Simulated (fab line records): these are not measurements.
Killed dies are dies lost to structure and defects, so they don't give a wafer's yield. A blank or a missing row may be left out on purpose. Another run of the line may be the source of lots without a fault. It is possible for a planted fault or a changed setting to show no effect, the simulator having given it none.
fab line records ; flow n5_finfet ; part 1 of 2: steps 1 to 4 of 6
[record] lots = 24; wafers = 72; last_day = 19
route steps=1938 shown SD_EPI_N@275 ILD0@338 GATE_CUT@465
lots untouched by any fault: they come from a run of this same line in which no faults occurred
start_h: hours from the record's opening day to when the first of the lot's shown wafers began ; wait_h: how many hours have passed since the lot's step before this one ; " the same as in the row above ; L1.1+2: one row covering several wafers at once ; - either no value or no given start ; * or withheld: withheld ; < > ~ a bound
route shown NAME@n: NAME is a module with steps in the file, n the number in the route of the first one ; usual: mean/standard deviation taken from wafers without a fault ; same: alike in all rows ; chamber/n: place in a boat ; sites: per-site readings ; _std_site: their standard deviation ; _edge_site: mean of outer sites minus mean of inner sites ; radius_mm: how far each site lies from the wafer's centre ; mask NAME#n: copy n ; behind: the tool/chamber that last shaped the wafer ; hold: why the lot was held/for how many hours/how that ended ; device: which transistor (n, p or np) failed to switch ; end of line: the route-end tests of the same wafers ; where a step has no rows: the recipe by itself ; killed: count of dies lost to structure and defects at first sort (not the wafer's yield) ; map: shows each die of a wafer: x if killed, . if not, _ if none is there
set.NAME: the setting as run; set.NAME@STEP: as run at that earlier step ; model.NAME: the simulator's own value behind a step, which no gauge read
the route's steps for a sample of lots (tables are steps, rows are wafers)
services: a tool's chamber out of use, with start hour (start_h, from the record's first day; less than 0 if before it), hours out, and reason
[[steps]]
[step N5_SD_EPI_N_ETCH_35]
[recipe] chemistry = N2/H2; target = SOC; overetch_a = 1080; mask_material = SiARC; temp_c = 40; ion_energy_ev = 100; source_w = 3000; bias_w = 133; pressure_mtorr = 20; time_s = 486; n2_flow_sccm = 200; h2_flow_sccm = 200
[usual] drypump_motor_current_A = 5.6/0.53; n2_flow_sccm = 199.9/0.66; oes_product_au = 0.71/0.072; rf_vpp_V = 241.0/1.2; showerhead_plenum_p_Torr = 2.55/0.071; throttle_valve_pct = 23.6/0.36
lot.wafer;tool;chamber;start_h;wait_h;drypump_motor_current_A;n2_flow_sccm;oes_product_au;rf_hours_counter_h;rf_vpp_V;showerhead_plenum_p_Torr;throttle_valve_pct
L074.1;rie_diel-02;2;53.15;0.0;5.1;199.4;0.66;151;243.9;2.67;24.5
L074.5;rie_diel-02;0;53.15;0.0;6.2;200.7;0.66;-;241.2;2.64;24.1
L074.6;rie_diel-02;3;53.15;0.0;5.3;201.6;0.64;-;242.1;2.61;23.8
L075.2;rie_diel-05;3;59.12;0.0;5.6;199.3;0.65;196;242.1;2.62;23.6
L075.5;rie_diel-05;1;59.12;0.0;5.0;200.5;0.67;-;239.7;2.55;23.5
L075.6;rie_diel-05;2;59.12;0.0;5.9;198.2;0.83;-;240.9;2.48;23.3
L076.4;rie_diel-06;0;69.02;0.2;5.3;199.8;0.70;-;241.2;2.64;23.8
L076.5;rie_diel-06;1;69.02;0.2;6.5;198.6;0.78;-;241.1;2.61;23.7
L076.6;rie_diel-06;2;69.02;0.2;5.4;199.8;0.63;-;241.3;2.60;23.4
L077.1;rie_diel-05;1;74.11;0.0;4.9;200.2;0.66;150;240.5;2.54;23.5
L077.3;rie_diel-05;2;74.11;0.0;6.0;199.0;0.82;21;239.6;2.48;23.3
L077.6;rie_diel-05;3;74.11;0.0;5.6;200.2;0.65;-;240.8;2.61;23.6
L078.4;rie_diel-05;2;76.77;0.0;5.9;199.1;0.81;23;238.6;2.48;23.3
L078.5;rie_diel-05;1;76.77;0.0;4.9;199.5;0.66;-;240.8;2.54;23.5
L078.6;rie_diel-05;0;76.77;0.0;6.3;200.2;0.73;-;240.7;2.43;23.2
L079.1;rie_diel-05;0;79.73;0.0;6.3;199.1;0.74;86;238.3;2.43;23.2
L079.3;rie_diel-05;1;79.73;0.0;4.9;199.7;0.66;152;240.7;2.54;23.5
L079.4;rie_diel-05;3;79.73;0.0;5.6;199.9;0.64;204;242.9;2.61;23.6
L080.3;rie_diel-05;1;84.61;0.0;4.9;199.3;0.65;153;239.6;2.54;23.5
L080.4;rie_diel-05;3;84.61;0.0;5.6;200.3;0.64;205;242.8;2.61;23.6
L080.5;rie_diel-05;3;84.61;0.0;5.6;199.7;0.65;-;243.1;2.61;23.6
L081.2;rie_diel-05;0;90.15;0.0;6.3;199.6;0.73;88;240.5;2.43;23.2
L081.3;rie_diel-05;2;90.15;0.0;5.9;200.3;0.81;26;239.7;2.48;23.3
L081.5;rie_diel-05;3;90.15;0.0;5.6;199.0;0.64;-;243.2;2.61;23.6
L082.2;rie_diel-06;3;95.91;0.0;4.8;199.7;0.87;3;240.7;2.50;23.3
L082.3;rie_diel-06;1;95.91;0.0;6.5;199.0;0.76;48;240.2;2.60;23.7
L082.6;rie_diel-06;3;95.91;0.0;4.8;200.2;0.87;-;240.7;2.50;23.3
L083.3;rie_diel-05;1;104.47;0.0;4.9;200.1;0.65;159;240.0;2.54;23.5
L083.4;rie_diel-05;2;104.47;0.0;6.0;199.8;0.80;31;240.8;2.48;23.3
L083.5;rie_diel-05;2;104.47;0.0;6.0;200.4;0.80;-;239.0;2.48;23.3
L084.1;rie_diel-05;0;110.97;0.0;6.3;199.3;0.73;96;241.4;2.43;23.2
L084.4;rie_diel-05;1;110.97;0.0;4.9;200.2;0.66;162;241.4;2.54;23.5
L084.6;rie_diel-05;3;110.97;0.0;5.6;198.7;0.64;-;242.7;2.61;23.6
L085.1;rie_diel-06;1;119.58;0.0;6.5;199.8;0.76;56;243.0;2.60;23.7
L085.4;rie_diel-06;3;119.58;0.0;4.8;200.1;0.84;12;239.8;2.49;23.3
L085.6;rie_diel-06;3;119.58;0.0;4.8;199.8;0.84;-;240.1;2.49;23.3
L086.1;rie_diel-05;1;125.25;0.0;4.9;199.6;0.65;165;240.5;2.54;23.5
L086.2;rie_diel-05;0;125.25;0.0;6.3;198.8;0.72;99;240.1;2.43;23.2
L086.3;rie_diel-05;2;125.25;0.0;5.9;199.2;0.79;37;240.9;2.47;23.3
L087.1;rie_diel-02;1;128.84;0.0;5.8;200.7;0.70;117;240.0;2.57;24.3
L087.2;rie_diel-02;3;128.84;0.0;5.3;200.1;0.62;232;241.3;2.60;23.8
L087.4;rie_diel-02;0;128.84;0.0;6.2;200.3;0.64;202;244.3;2.62;24.1
L088.1;rie_diel-06;2;134.94;0.0;5.4;200.6;0.62;247;240.1;2.59;23.5
L088.3;rie_diel-06;1;134.94;0.0;6.5;200.9;0.76;60;240.0;2.60;23.7
L088.5;rie_diel-06;3;134.94;0.0;4.8;200.5;0.83;-;240.7;2.49;23.3
L089.2;rie_diel-02;3;140.16;0.0;5.3;199.4;0.62;237;242.4;2.60;23.8
L089.3;rie_diel-02;0;140.16;0.0;6.2;200.9;0.64;205;241.8;2.62;24.1
L089.6;rie_diel-02;0;140.16;0.0;6.2;199.9;0.64;-;241.6;2.62;24.1
L090.1;rie_diel-02;2;143.85;0.0;5.1;199.8;0.65;182;241.9;2.66;24.6
L090.2;rie_diel-02;0;143.85;0.0;6.2;200.1;0.64;207;241.3;2.62;24.1
L090.6;rie_diel-02;0;143.85;0.0;6.2;199.3;0.64;-;242.7;2.62;24.1
L091.2;rie_diel-05;3;149.66;0.0;5.6;199.8;0.63;225;240.8;2.60;23.6
L091.3;rie_diel-05;0;149.66;0.0;6.3;200.1;0.72;107;239.4;2.42;23.2
L091.4;rie_diel-05;1;149.66;0.0;4.9;200.7;0.65;174;239.8;2.53;23.5
L092.2;rie_diel-05;1;156.72;0.0;4.9;199.9;0.65;175;239.4;2.53;23.5
L092.4;rie_diel-05;3;156.72;0.0;5.6;199.0;0.63;226;241.4;2.60;23.6
L092.6;rie_diel-05;2;156.72;0.0;6.0;200.3;0.77;-;239.5;2.47;23.3
L093.1;rie_diel-05;1;163.29;0.0;4.9;199.6;0.64;179;239.2;2.53;23.5
L093.5;rie_diel-05;3;163.29;0.0;5.6;200.2;0.63;-;239.4;2.60;23.6
L093.6;rie_diel-05;0;163.29;0.0;6.3;200.4;0.71;-;240.2;2.42;23.2
L094.2;rie_diel-06;0;169.77;0.0;5.3;200.0;0.67;176;240.7;2.62;23.9
L094.3;rie_diel-06;1;169.77;0.0;6.5;199.6;0.74;73;241.4;2.59;23.7
L094.5;rie_diel-06;1;169.77;0.0;6.5;197.9;0.74;-;242.2;2.59;23.7
L095.1;rie_diel-06;3;176.70;0.1;4.8;199.3;0.80;32;240.2;2.48;23.4
L095.2;rie_diel-06;1;176.70;0.1;6.5;199.8;0.73;75;241.4;2.59;23.7
L095.4;rie_diel-06;3;176.70;0.1;4.8;199.1;0.80;-;240.1;2.48;23.4
L096.1;rie_diel-02;2;181.34;0.0;5.1;199.4;0.63;196;242.9;2.65;24.6
L096.3;rie_diel-02;1;181.34;0.0;5.7;199.9;0.69;136;242.0;2.56;24.3
L096.5;rie_diel-02;1;181.34;0.0;5.8;200.1;0.69;-;239.7;2.56;24.3
L097.1;rie_diel-06;2;187.30;0.0;5.4;199.1;0.85;6;240.9;2.59;23.5
L097.4;rie_diel-06;1;187.30;0.0;6.5;201.9;0.74;79;240.6;2.59;23.7
L097.5;rie_diel-06;1;187.30;0.0;6.5;201.4;0.74;-;240.4;2.59;23.7
[step N5_SD_EPI_N_VAPOR_ETCH_50]
[recipe] chemistry = HCl; target = Si; temp_c = 775; time_s = 54; pressure_torr = 20; mode = isotropic
[usual] throttle_valve_pct = 11.9/0.33
lot.wafer;tool;chamber;start_h;wait_h;throttle_valve_pct
L074.1;epi_rpcvd-02;0;54.67;0.4;12.1
L074.5;epi_rpcvd-02;0;54.67;0.4;12.4
L074.6;epi_rpcvd-02;0;54.67;0.4;12.0
L075.2;epi_rpcvd-02;0;62.04;0.4;12.2
L075.5;epi_rpcvd-02;0;62.04;0.4;12.0
L075.6;epi_rpcvd-02;0;62.04;0.4;12.1
L076.4;epi_rpcvd-04;0;70.36;0.2;12.1
L076.5;epi_rpcvd-04;0;70.36;0.2;12.2
L076.6;epi_rpcvd-04;0;70.36;0.2;12.0
L077.1;epi_rpcvd-02;0;75.64;0.4;12.2
L077.3;epi_rpcvd-02;0;75.64;0.4;12.3
L077.6;epi_rpcvd-02;0;75.64;0.4;12.3
L078.4;epi_rpcvd-04;0;78.28;0.2;12.0
L078.5;epi_rpcvd-04;0;78.28;0.2;12.0
L078.6;epi_rpcvd-04;0;78.28;0.2;12.0
L079.1;epi_rpcvd-02;0;81.27;0.4;12.2
L079.3;epi_rpcvd-02;0;81.27;0.4;12.1
L079.4;epi_rpcvd-02;0;81.27;0.4;12.2
L080.3;epi_rpcvd-01;0;86.07;0.2;11.6
L080.4;epi_rpcvd-01;0;86.07;0.2;11.3
L080.5;epi_rpcvd-01;0;86.07;0.2;11.4
L081.2;epi_rpcvd-02;0;91.60;0.3;12.1
L081.3;epi_rpcvd-02;0;91.60;0.3;12.4
L081.5;epi_rpcvd-02;0;91.60;0.3;12.4
L082.2;epi_rpcvd-01;0;97.50;0.4;11.7
L082.3;epi_rpcvd-01;0;97.50;0.4;11.3
L082.6;epi_rpcvd-01;0;97.50;0.4;11.5
L083.3;epi_rpcvd-01;0;106.07;0.3;11.4
L083.4;epi_rpcvd-01;0;106.07;0.3;11.5
L083.5;epi_rpcvd-01;0;106.07;0.3;11.5
L084.1;epi_rpcvd-01;0;112.49;0.4;11.7
L084.4;epi_rpcvd-01;0;112.49;0.4;11.4
L084.6;epi_rpcvd-01;0;112.49;0.4;11.5
L085.1;epi_rpcvd-01;0;121.11;0.4;11.5
L085.4;epi_rpcvd-01;0;121.11;0.4;11.6
L085.6;epi_rpcvd-01;0;121.11;0.4;11.5
L086.1;epi_rpcvd-04;0;126.65;0.3;12.2
L086.2;epi_rpcvd-04;0;126.65;0.3;12.0
L086.3;epi_rpcvd-04;0;126.65;0.3;11.9
L087.1;epi_rpcvd-02;0;130.24;0.3;12.1
L087.2;epi_rpcvd-02;0;130.24;0.3;12.1
L087.4;epi_rpcvd-02;0;130.24;0.3;12.1
L088.1;epi_rpcvd-04;0;136.35;0.3;11.8
L088.3;epi_rpcvd-04;0;136.35;0.3;12.2
L088.5;epi_rpcvd-04;0;136.35;0.3;12.1
L089.2;epi_rpcvd-04;0;141.59;0.3;11.7
L089.3;epi_rpcvd-04;0;141.59;0.3;12.2
L089.6;epi_rpcvd-04;0;141.59;0.3;11.9
L090.1;epi_rpcvd-02;0;145.29;0.3;12.0
L090.2;epi_rpcvd-02;0;145.29;0.3;12.4
L090.6;epi_rpcvd-02;0;145.29;0.3;12.1
L091.2;epi_rpcvd-04;0;151.12;0.3;11.8
L091.3;epi_rpcvd-04;0;151.12;0.3;11.8
L091.4;epi_rpcvd-04;0;151.12;0.3;12.1
L092.2;epi_rpcvd-04;0;158.29;0.4;11.9
L092.4;epi_rpcvd-04;0;158.29;0.4;12.1
L092.6;epi_rpcvd-04;0;158.29;0.4;12.0
L093.1;epi_rpcvd-01;0;164.81;0.4;11.6
L093.5;epi_rpcvd-01;0;164.81;0.4;11.3
L093.6;epi_rpcvd-01;0;164.81;0.4;11.3
L094.2;epi_rpcvd-01;0;171.35;0.4;11.4
L094.3;epi_rpcvd-01;0;171.35;0.4;11.3
L094.5;epi_rpcvd-01;0;171.35;0.4;11.2
L095.1;epi_rpcvd-04;0;178.38;0.3;11.9
L095.2;epi_rpcvd-04;0;178.38;0.3;12.0
L095.4;epi_rpcvd-04;0;178.38;0.3;12.0
L096.1;epi_rpcvd-01;0;182.86;0.4;11.4
L096.3;epi_rpcvd-01;0;182.86;0.4;11.4
L096.5;epi_rpcvd-01;0;182.86;0.4;11.4
L097.1;epi_rpcvd-02;0;188.70;0.3;11.9
L097.4;epi_rpcvd-02;0;188.70;0.3;12.2
L097.5;epi_rpcvd-02;0;188.70;0.3;11.9
[step N5_ILD0_CMP_03]
[recipe] stop_on = SiNx; t_overpolish_s = 1.9; post_cmp_clean = alkaline_brush; down_force_psi = 4.1491; platen_rpm = 51.796; pad_velocity_m_s = 1.0306; target_thk_nm = 197.38
[usual] motor_current_A = 12.5/0.99; overpolish_run_s = 1.898/0.009; pad_life_wafers = 919/530; time_to_endpoint_s = 67/5.6
lot.wafer;tool;chamber;start_h;wait_h;motor_current_A;overpolish_run_s;pad_life_wafers;time_to_endpoint_s
L074.1;cmp-03;0;65.73;0.1;11.2;1.890;116;55
L074.6;cmp-03;2;65.73;0.1;12.9;1.902;-;56
L074.5;cmp-03;3;65.73;0.1;11.7;1.898;-;67
L075.2;cmp-04;0;72.57;0.1;13.1;1.888;716;72
L075.5;cmp-04;2;72.57;0.1;12.1;1.899;-;64
L075.6;cmp-04;3;72.57;0.1;12.2;1.903;-;65
L076.4;cmp-04;0;80.40;0.1;12.5;1.896;753;71
L076.6;cmp-04;1;80.40;0.1;14.5;1.906;-;73
L076.5;cmp-04;2;80.40;0.1;11.8;1.901;-;65
L077.3;cmp-01;0;85.95;0.0;13.7;1.922;1704;79
L077.1;cmp-01;2;85.95;0.0;13.2;1.903;1706;79
L077.6;cmp-01;1;85.95;0.0;11.7;1.909;-;80
L078.4;cmp-03;1;89.70;0.1;14.3;1.904;278;64
L078.6;cmp-03;3;89.70;0.1;11.6;1.891;-;64
L078.5;cmp-03;0;89.70;0.1;12.7;1.895;-;55
L079.4;cmp-01;2;92.92;0.0;12.7;1.903;1770;76
L079.3;cmp-01;0;92.92;0.0;13.7;1.881;1772;80
L079.1;cmp-01;1;92.92;0.0;11.7;1.904;1773;77
L080.4;cmp-04;1;96.49;0.0;14.3;1.897;828;69
L080.3;cmp-04;0;96.49;0.0;13.5;1.883;831;67
L080.5;cmp-04;2;96.49;0.0;13.0;1.894;-;64
L081.3;cmp-03;1;101.81;0.0;14.0;1.901;414;69
L081.2;cmp-03;3;101.81;0.0;11.0;1.907;416;70
L081.5;cmp-03;1;101.81;0.0;13.3;1.902;-;67
L082.3;cmp-01;1;107.90;0.0;11.8;1.884;1914;75
L082.2;cmp-01;0;107.90;0.0;13.5;1.901;1917;78
L082.6;cmp-01;2;107.90;0.0;12.9;1.900;-;80
L083.3;cmp-04;1;116.49;0.0;14.1;1.877;1002;70
L083.4;cmp-04;3;116.49;0.0;11.8;1.896;1004;56
L083.5;cmp-04;1;116.49;0.0;14.7;1.913;-;69
L084.4;cmp-04;1;123.13;0.0;13.7;1.891;1056;71
L084.1;cmp-04;0;123.13;0.0;13.2;1.910;1059;66
L084.6;cmp-04;1;123.13;0.0;14.1;1.891;-;67
L085.4;cmp-03;1;134.44;0.1;14.3;1.911;710;68
L085.1;cmp-03;2;134.44;0.1;12.2;1.897;711;68
L085.6;cmp-03;3;134.44;0.1;11.4;1.892;-;74
L086.3;cmp-03;2;137.06;0.0;12.1;1.897;744;69
L086.1;cmp-03;3;137.06;0.0;11.4;1.907;745;74
L086.2;cmp-03;1;137.06;0.0;14.4;1.895;747;71
L087.4;cmp-01;0;141.08;0.1;13.1;1.894;1;72
L087.2;cmp-01;1;141.08;0.1;11.5;1.914;2;73
L087.1;cmp-01;2;141.08;0.1;12.4;1.896;3;71
L088.1;cmp-03;3;147.47;0.1;11.6;1.875;817;70
L088.3;cmp-03;0;147.47;0.1;12.3;1.902;818;58
L088.5;cmp-03;3;147.47;0.1;11.1;1.898;-;68
L089.2;cmp-04;2;152.38;0.2;12.4;1.883;1303;71
L089.3;cmp-04;3;152.38;0.2;11.9;1.903;1304;61
L089.6;cmp-04;1;152.38;0.2;14.5;1.895;-;73
L090.2;cmp-01;3;155.33;0.0;11.7;1.896;108;65
L090.1;cmp-01;0;155.33;0.0;13.1;1.887;109;73
L090.6;cmp-01;0;155.33;0.0;13.7;1.886;-;69
L091.4;cmp-04;2;161.63;0.0;12.3;1.892;1362;65
L091.3;cmp-04;3;161.63;0.0;12.0;1.913;1363;62
L091.2;cmp-04;0;161.63;0.0;13.0;1.896;1364;69
L092.4;cmp-03;1;169.78;0.2;14.7;1.892;997;66
L092.2;cmp-03;2;169.78;0.2;12.8;1.901;998;60
L092.6;cmp-03;1;169.78;0.2;14.3;1.900;-;64
L093.1;cmp-03;1;176.17;0.0;13.6;1.896;1056;66
L093.6;cmp-03;1;176.17;0.0;13.7;1.915;-;67
L093.5;cmp-03;2;176.17;0.0;12.5;1.904;-;64
L094.3;cmp-01;0;182.80;0.0;13.1;1.894;354;68
L094.2;cmp-01;3;182.80;0.0;11.7;1.899;357;61
L094.5;cmp-01;1;182.80;0.0;10.9;1.895;-;67
L095.1;cmp-03;1;189.50;0.0;14.6;1.913;1164;70
L095.2;cmp-03;3;189.50;0.0;11.3;1.909;1166;69
L095.4;cmp-03;0;189.50;0.0;11.8;1.895;1167;61
L096.3;cmp-04;1;193.95;0.1;14.2;1.902;1627;71
L096.1;cmp-04;2;193.95;0.1;11.6;1.917;1628;61
L096.5;cmp-04;1;193.95;0.1;14.7;1.902;-;72
L097.1;cmp-03;2;200.30;0.0;12.4;1.894;1242;65
L097.4;cmp-03;0;200.30;0.0;11.7;1.884;1244;63
L097.5;cmp-03;3;200.30;0.0;11.5;1.908;-;70
[step N5_GATE_CUT_ETCHBACK_00]
[recipe] chemistry = SF6/Cl2; target = W; pressure_mtorr = 8; icp_w = 900; bias_w = 80; SF6_flow_sccm = 40; Cl2_flow_sccm = 60
[usual] drypump_motor_current_A = 5.7/0.4; mfc_cl2_sccm = 59.98/0.17; oes_product_au = 0.73/0.11; throttle_valve_pct = 27.6/0.34
lot.wafer;tool;chamber;start_h;wait_h;drypump_motor_current_A;mfc_cl2_sccm;oes_product_au;rf_hours_counter_h;throttle_valve_pct
L074.1;rie_metal-01;1;84.13;0.0;6.2;60.13;0.65;113;28.0
L074.5;rie_metal-01;1;84.13;0.0;6.2;60.23;0.64;-;27.9
L074.6;rie_metal-01;0;84.13;0.0;5.2;60.05;0.62;-;27.5
L075.2;rie_metal-02;0;90.55;0.0;5.8;60.03;0.67;95;27.6
L075.5;rie_metal-02;0;90.55;0.0;5.8;60.18;0.67;-;27.6
L075.6;rie_metal-02;1;90.55;0.0;5.6;60.05;0.88;-;28.1
L076.4;rie_metal-02;1;99.34;0.1;5.6;60.05;0.88;-;28.1
L076.5;rie_metal-02;1;99.34;0.1;5.6;60.05;0.88;-;28.1
L076.6;rie_metal-02;0;99.34;0.1;5.8;60.43;0.66;-;27.6
L077.1;rie_metal-03;1;105.97;0.0;6.2;60.23;0.86;15;27.2
L077.3;rie_metal-03;0;105.97;0.0;5.3;60.09;0.85;-;27.2
L077.6;rie_metal-03;0;105.97;0.0;5.3;59.87;0.86;-;27.2
L078.4;rie_metal-01;0;109.43;0.1;5.2;60.01;0.62;-;27.5
L078.5;rie_metal-01;1;109.43;0.1;6.3;59.98;0.65;-;27.9
L078.6;rie_metal-01;0;109.43;0.1;5.2;59.93;0.62;-;27.5
L079.1;rie_metal-01;0;110.76;0.0;5.2;59.95;0.61;110;27.5
L079.3;rie_metal-01;1;110.76;0.0;6.2;60.28;0.65;-;28.0
L079.4;rie_metal-01;0;110.76;0.0;5.2;59.95;0.61;-;27.5
L080.3;rie_metal-01;1;114.75;0.1;6.2;59.77;0.64;-;28.0
L080.4;rie_metal-01;0;114.75;0.1;5.2;60.01;0.61;-;27.5
L080.5;rie_metal-01;0;114.75;0.1;5.2;59.83;0.61;-;27.5
L081.2;rie_metal-01;0;120.46;0.0;5.2;59.84;0.62;112;27.5
L081.3;rie_metal-01;0;120.46;0.0;5.2;60.16;0.61;-;27.5
L081.5;rie_metal-01;0;120.46;0.0;5.2;59.91;0.61;-;27.5
L082.2;rie_metal-01;1;125.96;0.0;6.2;59.78;0.64;117;28.0
L082.3;rie_metal-01;0;125.96;0.0;5.2;60.15;0.62;-;27.5
L082.6;rie_metal-01;0;125.96;0.0;5.2;60.16;0.62;-;27.5
L083.3;rie_metal-03;1;134.50;0.1;6.2;59.70;0.86;-;27.2
L083.4;rie_metal-03;0;134.50;0.1;5.3;60.13;0.85;-;27.2
L083.5;rie_metal-03;0;134.50;0.1;5.3;59.98;0.85;-;27.2
L084.1;rie_metal-01;0;142.33;0.0;5.2;59.67;0.61;114;27.6
L084.4;rie_metal-01;0;142.33;0.0;5.2;59.90;0.62;-;27.5
L084.6;rie_metal-01;0;142.33;0.0;5.2;59.74;0.61;-;27.5
L085.1;rie_metal-03;0;152.95;0.0;5.3;59.86;0.84;21;27.1
L085.4;rie_metal-03;0;152.95;0.0;5.3;59.78;0.84;-;27.1
L085.6;rie_metal-03;0;152.95;0.0;5.3;59.85;0.84;-;27.2
L086.1;rie_metal-03;1;155.83;0.0;6.2;60.49;0.86;18;27.2
L086.2;rie_metal-03;0;155.83;0.0;5.3;60.07;0.83;21;27.2
L086.3;rie_metal-03;0;155.83;0.0;5.3;59.95;0.84;-;27.2
L087.1;rie_metal-01;0;159.32;0.0;5.2;59.69;0.61;115;27.6
L087.2;rie_metal-01;1;159.32;0.0;6.2;60.12;0.64;120;27.9
L087.4;rie_metal-01;1;159.32;0.0;6.2;59.96;0.64;-;27.9
L088.1;rie_metal-02;0;165.69;0.0;5.8;59.84;0.66;102;27.6
L088.3;rie_metal-02;0;165.69;0.0;5.8;59.67;0.66;-;27.6
L088.5;rie_metal-02;1;165.69;0.0;5.6;60.17;0.87;-;28.1
L089.2;rie_metal-01;1;170.57;0.0;6.2;59.96;0.64;121;28.0
L089.3;rie_metal-01;1;170.57;0.0;6.2;60.23;0.64;-;27.9
L089.6;rie_metal-01;1;170.57;0.0;6.2;60.20;0.64;-;28.0
L090.1;rie_metal-03;1;174.22;0.0;6.2;59.98;0.84;19;27.2
L090.2;rie_metal-03;0;174.22;0.0;5.3;59.85;0.83;23;27.2
L090.6;rie_metal-03;0;174.22;0.0;5.3;59.76;0.83;-;27.2
L091.2;rie_metal-02;1;180.09;0.0;5.6;59.81;0.85;24;28.1
L091.3;rie_metal-02;0;180.09;0.0;5.8;59.94;0.65;-;27.6
L091.4;rie_metal-02;1;180.09;0.0;5.6;60.21;0.86;-;28.1
L092.2;rie_metal-03;0;188.21;0.0;5.3;60.11;0.84;24;27.2
L092.4;rie_metal-03;0;188.21;0.0;5.3;59.98;0.83;-;27.2
L092.6;rie_metal-03;0;188.21;0.0;5.3;60.15;0.84;-;27.2
L093.1;rie_metal-02;0;196.77;0.0;5.8;60.01;0.65;104;27.6
L093.5;rie_metal-02;1;196.77;0.0;5.6;60.08;0.85;-;28.1
L093.6;rie_metal-02;0;196.77;0.0;5.8;60.03;0.65;-;27.6
L094.2;rie_metal-02;0;201.29;0.0;5.8;59.87;0.65;105;27.6
L094.3;rie_metal-02;0;201.29;0.0;5.8;59.71;0.65;-;27.6
L094.5;rie_metal-02;1;201.29;0.0;5.6;59.90;0.85;-;28.1
L095.1;rie_metal-02;0;207.81;0.0;5.8;59.91;0.64;105;27.6
L095.2;rie_metal-02;1;207.81;0.0;5.6;59.79;0.84;25;28.1
L095.4;rie_metal-02;1;207.81;0.0;5.6;59.85;0.84;-;28.1
L096.1;rie_metal-01;1;211.98;0.0;6.2;59.65;0.64;125;28.0
L096.3;rie_metal-01;0;211.98;0.0;5.2;60.04;0.60;-;27.5
L096.5;rie_metal-01;0;211.98;0.0;5.2;59.96;0.60;-;27.6
L097.1;rie_metal-02;1;218.28;0.0;5.6;60.11;0.85;26;28.1
L097.4;rie_metal-02;0;218.28;0.0;5.8;59.74;0.65;-;27.6
L097.5;rie_metal-02;0;218.28;0.0;5.8;59.73;0.65;-;27.6
